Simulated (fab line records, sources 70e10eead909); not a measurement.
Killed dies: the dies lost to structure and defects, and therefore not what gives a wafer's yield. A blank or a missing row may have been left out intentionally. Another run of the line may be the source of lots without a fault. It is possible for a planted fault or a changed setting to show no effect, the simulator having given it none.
Matching of chambers    flow nand_harc    ald_metal-01 running NHARC_P_CONTACT_ALD_22: 4 sister chambers
The step deposits TiN, target thk 3 nm, pulse time 1 s, ald cycles 150. 8 wafers are shown with their chamber, then 7 later ones without.

== EACH WAFER AND ITS CHAMBER ==
wafer   chamber  heater_power_w (W)  precursor_pulse_height_rel
L079.2  0        1217                0.984
L079.4  2        1030                0.997
L084.4  2        1064                1.014
L084.5  0        1082                0.991
L088.1  1        953                 0.980
L088.4  3        1176                0.989
L090.1  3        1153                1.017
L090.4  1        939                 0.955

== WAFERS MISSING THEIR CHAMBER ==
wafer   heater_power_w (W)  precursor_pulse_height_rel
L090.5  1062                1.009
L093.1  926                 1.016
L093.5  936                 0.995
L093.6  1052                1.019
L095.1  1164                0.971
L095.2  1075                1.001
L095.4  1101                1.023

== EACH ONE'S CHAMBER ==
wafer   from the rows above           in truth
L090.5  can't be placed: 2 or 3 or 0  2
L093.1  can't be placed: 2 or 1       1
L093.5  can't be placed: 1 or 2       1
L093.6  can't be placed: 2 or 3 or 0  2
L095.1  can't be placed: 0 or 3       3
L095.2  can't be placed: 2 or 0 or 3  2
L095.4  can't be placed: 2 or 3 or 0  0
Correctly placed: 0 of 7. These rows do not allow placing 7 (true chamber among the candidates in 7). Wrongly placed: 0.
How it was worked out, from the rows above alone: a wafer's distance from a chamber is the root of the sum, over the readings, of the square of ((its reading less the chamber's mean) divided by the reading's scatter). The wafer belongs to the nearest chamber; if the next one is less than 2 further off, it can't be placed. Each chamber's mean is taken over the wafers shown for it. How the scatter is found: for the shown wafers, subtract from each reading the mean of its chamber, square and add these, divide the total by (wafers less chambers), then take the root.
